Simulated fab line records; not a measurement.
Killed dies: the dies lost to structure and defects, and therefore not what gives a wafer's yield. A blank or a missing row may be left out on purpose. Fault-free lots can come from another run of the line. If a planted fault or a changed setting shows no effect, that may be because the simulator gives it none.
Which tool is to blame?    flow n5Finfet    33 wafers from 11 lots sampled at 4 of the route's 1938 steps

WHAT EACH GAUGE READ, for each wafer
Not one reading of a measure or inspect step in the record can be checked against a usual standard deviation.

WHAT TOOL EACH LOT RAN ON (gives the tool, then ch and the chambers of the sampled wafers, and finally the start)
lot   N5_BEOL_M14_DEGAS_41         N5_BEOL_M14_SPUTTER_44       N5_BEOL_M15_VIA_ETCH_16            N5_BEOL_M15_STRIP_65
L166  pvdSputter-01, day 11 06:29  pvdSputter-01, day 11 06:39  rieDiel-03 ch 0,2,3, day 11 08:56  wetBench-02 ch 2,3,6, day 11 09:17
L171  pvdSputter-03, day 13 00:53  pvdSputter-03, day 13 01:03  rieDiel-03 ch 0,1,3, day 13 03:03  wetBench-05 ch 1,5,7, day 13 03:24
L176  pvdSputter-01, day 13 01:35  pvdSputter-01, day 13 01:44  rieDiel-05 ch 0,1, day 13 03:46    wetBench-05 ch 3,4,7, day 13 04:07
L178  pvdSputter-01, day 14 05:29  pvdSputter-01, day 14 05:39  rieDiel-03 ch 0,1,3, day 14 08:13  wetBench-03 ch 2,3,6, day 14 08:34
L179  pvdSputter-01, day 15 01:47  pvdSputter-01, day 15 01:57  rieDiel-03 ch 1,3, day 15 04:05    wetBench-02 ch 0,1,2, day 15 04:26
L181  pvdSputter-02, day 15 02:40  pvdSputter-02, day 15 02:49  rieDiel-03 ch 0,1,3, day 15 05:31  wetBench-03 ch 2,3,7, day 15 05:52
L182  pvdSputter-01, day 15 04:50  pvdSputter-01, day 15 04:59  rieDiel-05 ch 0,1,3, day 15 06:58  wetBench-02 ch 2,3,7, day 15 07:19
L187  pvdSputter-03, day 15 21:17  pvdSputter-03, day 15 21:26  rieDiel-04 ch 0,1,2, day 15 23:28  wetBench-05 ch 0,3,5, day 15 23:49
L185  pvdSputter-03, day 16 02:10  pvdSputter-03, day 16 02:19  rieDiel-04 ch 1,2,3, day 16 04:13  wetBench-03 ch 2,5,7, day 16 04:34
L188  pvdSputter-03, day 16 20:30  pvdSputter-03, day 16 20:40  rieDiel-05 ch 0,1,2, day 16 22:44  wetBench-03 ch 0,2,6, day 16 23:05
L183  pvdSputter-01, day 17 15:51  pvdSputter-01, day 17 16:01  rieDiel-05 ch 0,1,2, day 17 18:40  wetBench-05 ch 0,3,4, day 17 19:02
- N5_BEOL_M14_DEGAS_41: time 60 s.
- N5_BEOL_M14_SPUTTER_44: material Ta, target thk 15 nm, time 24.19 s.
- N5_BEOL_M15_VIA_ETCH_16: etches SiO2 in C4F8/O2/Ar, target depth 1792.2 nm.
- N5_BEOL_M15_STRIP_65: strips in post etch residue remover, time 60 s.

WHAT THE TOOLS THEMSELVES READ (means of the sampled wafers that have a number; where no wafer has one, the mark that the record gives instead)
N5_BEOL_M14_DEGAS_41. Usual: heaterPowerW at 418 W, with a standard deviation of 51.
lot   tool           heaterPowerW (W)  flag
L166  pvdSputter-01  438               
L171  pvdSputter-03  409               
L176  pvdSputter-01  389               
L178  pvdSputter-01  444               
L179  pvdSputter-01  404               
L181  pvdSputter-02  456               
L182  pvdSputter-01  383               
L187  pvdSputter-03  394               
L185  pvdSputter-03  441               
L188  pvdSputter-03  391               
L183  pvdSputter-01  412               

N5_BEOL_M14_SPUTTER_44. Usual: throttleValvePct at 30.3 %, with a standard deviation of 1.1.
lot   tool           throttleValvePct (%)  flag
L166  pvdSputter-01  29.8                  
L171  pvdSputter-03  29.8                  
L176  pvdSputter-01  29.8                  
L178  pvdSputter-01  30.2                  
L179  pvdSputter-01  30.2                  
L181  pvdSputter-02  29.7                  
L182  pvdSputter-01  29.8                  
L187  pvdSputter-03  30.6                  
L185  pvdSputter-03  31.3                  
L188  pvdSputter-03  30.5                  
L183  pvdSputter-01  29.9                  

N5_BEOL_M15_VIA_ETCH_16. Usual: chamberPressureMTorr 20.000 mTorr, standard deviation 0.017; drypumpMotorCurrentA 5.8 A, standard deviation 0.41; oesProductAu 0.70 a.u., standard deviation 0.061; rfVppV 2210 V, standard deviation 21; showerheadPlenumPTorr 3.45 Torr, standard deviation 0.13; throttleValvePct 30.90 %, standard deviation 0.24.
lot   tool        chamberPressureMTorr (mTorr)  drypumpMotorCurrentA (A)  oesProductAu (a.u.)  rfVppV (V)  showerheadPlenumPTorr (Torr)  throttleValvePct (%)  flag
L166  rieDiel-03  19.983                        5.9                       0.74                 2226        3.51                          30.94                 
L171  rieDiel-03  19.998                        5.8                       0.69                 2209        3.45                          31.02                 
L176  rieDiel-05  20.006                        5.6                       0.75                 2216        3.52                          30.92                 
L178  rieDiel-03  19.994                        5.8                       0.68                 2209        3.44                          31.04                 
L179  rieDiel-03  20.001                        6.1                       0.71                 2207        3.51                          31.09                 
L181  rieDiel-03  19.992                        5.8                       0.68                 2207        3.43                          31.04                 
L182  rieDiel-05  19.998                        5.7                       0.75                 2211        3.43                          30.85                 
L187  rieDiel-04  20.006                        5.5                       0.67                 2199        3.42                          30.92                 
L185  rieDiel-04  19.991                        5.4                       0.66                 2188        3.38                          30.94                 
L188  rieDiel-05  20.010                        5.7                       0.71                 2222        3.49                          30.96                 
L183  rieDiel-05  20.008                        5.7                       0.70                 2221        3.49                          30.97                 

N5_BEOL_M15_STRIP_65. Usual: runLengthS 68.0 s, standard deviation 2.4; tempC 24.99 C, standard deviation 0.11.
lot   tool         runLengthS (s)  tempC (C)  flag
L166  wetBench-02  72.3            25.10      
L171  wetBench-05  -               -          OFF
L176  wetBench-05  -               -          OFF
L178  wetBench-03  66.5            24.86      
L179  wetBench-02  66.8            24.95      
L181  wetBench-03  67.3            25.06      
L182  wetBench-02  66.9            24.95      
L187  wetBench-05  67.2            24.92      
L185  wetBench-03  72.8            25.01      
L188  wetBench-03  66.7            25.03      
L183  wetBench-05  66.7            24.87      

THE ANSWER, worked out from the rows above alone
Rule: lot off if the mean of its wafers having a number is beyond 3 standard deviations from the usual mean. Also off: a lot with no number at a reading for which 4 or more lots have one. The other lots that the step has rows for count as sound. After the gauges, taken in route order, come the tools' own readings; for these a lot's mean is taken, as printed above. The first step at which some lot is off is used, and at that step the reading that is off furthest; a lot without a number counts as furthest.
Off at N5_BEOL_M15_STRIP_65 (runLengthS): L171, L176. Without a number there: L171, L176.
If a tool, at that step or one of the process steps before it, ran each lot that is off and ran no sound lot following the first of them, it fits. Of those tried, none fits.

WHAT THE SIMULATOR HAD INSERTED
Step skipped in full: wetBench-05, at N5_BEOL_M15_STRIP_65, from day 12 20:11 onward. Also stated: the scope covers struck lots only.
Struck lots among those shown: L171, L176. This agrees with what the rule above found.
